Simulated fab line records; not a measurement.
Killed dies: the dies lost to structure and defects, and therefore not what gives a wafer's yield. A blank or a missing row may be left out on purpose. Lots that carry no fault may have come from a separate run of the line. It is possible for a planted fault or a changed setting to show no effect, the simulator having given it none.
A struck lot beside a sound one	flow n5Finfet	39 out of 1938 route steps
Sound: wafers L149.1, L149.3, L149.5. Struck: wafers L151.2, L151.3, L151.6. Last of all comes the cause.
Per side, at each step with rows, come the tool, then ch with its chambers, and then its first start. Under that, the readings that differ: sound wafers	struck wafers	difference of the means	sigmas: that difference in standard deviations of wafers without a fault.
alike: readings with means less than 2 such deviations apart, plus words and numbers identical on both sides. not compared: withheld readings, readings lacking a value on some wafer, bounds such as >300 that could conceal the same value, and numbers that have no deviation in the record and whose values overlap.
The two part at a step that has a row with sigmas, a row that says differs or no value, or rows on one side only. Numbers that don't overlap but have no deviation are shown without sigmas and don't part them. A reading missing from all wafers of one side parts the sides only when that side holds two or more wafers.

first, 11 steps without rows for these wafers: N5_BEOL_M2_STRIP_65 (strips in N2/H2); N5_BEOL_M2_STRIP_75 (strips in N2/H2); N5_BEOL_M2_STRIP_66 (strips in CF4); N5_BEOL_M2_HM_OPEN_17 (chemistry Cl2/BCl3, target TiN, target depth 20 nm, overetch 6 nm); N5_BEOL_M2_STRIP_19 (strips in O2); N5_BEOL_M2_COAT_67 (time 60 s, resist thk 60 nm); N5_BEOL_M2_COAT_68 (time 60 s, resist thk 12 nm); N5_BEOL_M2_COAT_76 (time 60 s, resist thk 5 nm); N5_BEOL_M2_COAT_22 (resist thk 30 nm); N5_BEOL_M2_EBR_24; N5_BEOL_M2_SOFTBAKE_23 (time 60 s).
N5_BEOL_M2_EXPOSE_25: exposes mask V1, defocus 5 nm.
  sound on euvScanner-02 ch 0, day 8 06:28; struck on euvScanner-02 ch 0, day 8 16:29
reading	sound	struck	difference	sigmas
exposureDoseMJCm2	63.00 62.86 62.88	77.94 78.03 77.88	+15.04	+99 or more
  alike: mask
then, 2 steps without rows for these wafers: N5_BEOL_M2_PEB_26 (peb time 60 s); N5_BEOL_M2_DEVELOP_27 (develop time 30 s).
N5_BEOL_M2_CD_MEAS_28: target cd 26.2 nm, target cd y 24.1 nm.
  sound on cdSem-01 ch 0, day 8 06:37; struck on cdSem-02 ch 0, day 8 16:37
reading	sound	struck	difference	sigmas
cdNm (nm)	26.42 26.69 26.24	30.01 29.91 29.85	+3.47	+14
then, 22 steps without rows for these wafers: N5_BEOL_M2_DESCUM_33 (chemistry O2, time 7 s); N5_BEOL_M2_ETCH_77 (etches underlayer in N2/H2, target depth 6.5 nm, time 5.2 s); N5_BEOL_M2_ETCH_69 (etches SiARC in CF4, target depth 15.6 nm, time 26 s); N5_BEOL_M2_ALD_98 (deposits SiO2, target thk 2.5 nm, pulse time 1 s, co reactant pulse time 1 s); N5_BEOL_M2_ETCHBACK_99 (etches SiO2 in CHF3, target depth 5 nm, time 10.4 s); N5_BEOL_M2_ETCH_70 (etches SOC in N2/H2, target depth 80 nm, overetch 24 nm, time 130 s); N5_BEOL_M2_STRIP_71 (strips in N2/H2); N5_BEOL_M2_STRIP_78 (strips in N2/H2); N5_BEOL_M2_VIA_ETCH_34 (etches the open film in C4F6/O2, target depth 69.4 nm, time 65.9 s); N5_BEOL_M2_STRIP_83 (strips in C4F6/O2); N5_BEOL_M2_STRIP_36 (strips in N2/H2); N5_BEOL_M2_TRENCH_ETCH_37 (etches SiOC in C4F6/O2, target depth 55.555 nm, time 29.2 s); N5_BEOL_M2_ETCH_41 (etches SiCN in CH3F/O2, target depth 29.9 nm, time 52.5 s); N5_BEOL_M2_STRIP_97 (strips in N2/H2, time 10 s); N5_BEOL_M2_HM_STRIP_39 (strips TiN in peroxide tin strip, target depth 25 nm, time 158 s); N5_BEOL_M2_SRD_40 (time 30 s); N5_BEOL_M2_PRECLEAN_42 (cleans in residue remover, time 60 s); N5_BEOL_M2_SRD_43 (time 30 s); N5_BEOL_M2_DEGAS_44 (time 60 s); N5_BEOL_M2_PRE_CLEAN_45 (time 30 s); N5_BEOL_M2_ALD_84 (deposits TaN, pulse time 2 s, purge time 3 s, co reactant purge time 2 s); N5_BEOL_M2_SURFACE_TREAT_85.
N5_BEOL_M4_RC_MEAS_101:
  sound on prober-01 ch 0, day 9 08:35; struck on prober-01 ch 0, day 10 03:54
reading	sound	struck	difference	sigmas
CHAIN_V1 (ohm/link)	232 224 229	173 187 176	-50	-6
CHAIN_V1_max_site (ohm/link)	239 234 240	181 192 178	-54	-6
  alike: DIBL_N, DIBL_P, IOFF_N, IOFF_P, ION_N, ION_P, SS_N, SS_P, VT_N, VT_P
-- the record jumps here: 4 days lie between the struck wafers' starts before and after (it left off in module BEOL_M4 and takes up again in module PASSIVATION, whose first step shown is number 1936 of the route) --
N5_PASSIVATION_PROBE_49:
  sound on prober-02, day 13 22:20; struck on prober-02, day 14 10:18
reading	sound	struck	difference	sigmas
defectLimitedYield (%)	89.3 90.4 89.9	82.8 86.2 84.4	-5.4	-4
killed_at_M0_to_M3	63 38 34	150 103 141	+86	+9
killedAtContacts	11 21 17	3 8 5	-11	-2
killedDies	126 113 119	203 163 184	+64	+4
killedOnRim	23 11 20	49 39 50	+28	+6
killedOpen	86 70 82	48 53 41	-32	-2
killedShort	40 43 37	27 22 19	-17	-2
sort_bin_5_function (%)	5.8 5.8 6.4	4.2 3.3 2.8	-2.6	-3
sort_bin_6_memory (%)	4.5 3.5 3.2	1.9 2.9 2.1	-1.4	-2
sortNPass	1054 1067 1061	977 1017 996	-64	-4
sortYieldPct (%)	89.3 90.4 89.9	82.8 86.2 84.4	-5.4	-4
  alike: killed_at_M4_up, killedAtFrontEnd, killedAtOther

== WHERE THEY PART ==
At N5_BEOL_M2_EXPOSE_25 first; at N5_PASSIVATION_PROBE_49 last (within this record only).

WHY: what the simulator had put in
Drift in process parameters on euvScanner-02 at N5_BEOL_M2_EXPOSE_25, starting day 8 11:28. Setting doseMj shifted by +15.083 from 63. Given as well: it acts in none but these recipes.
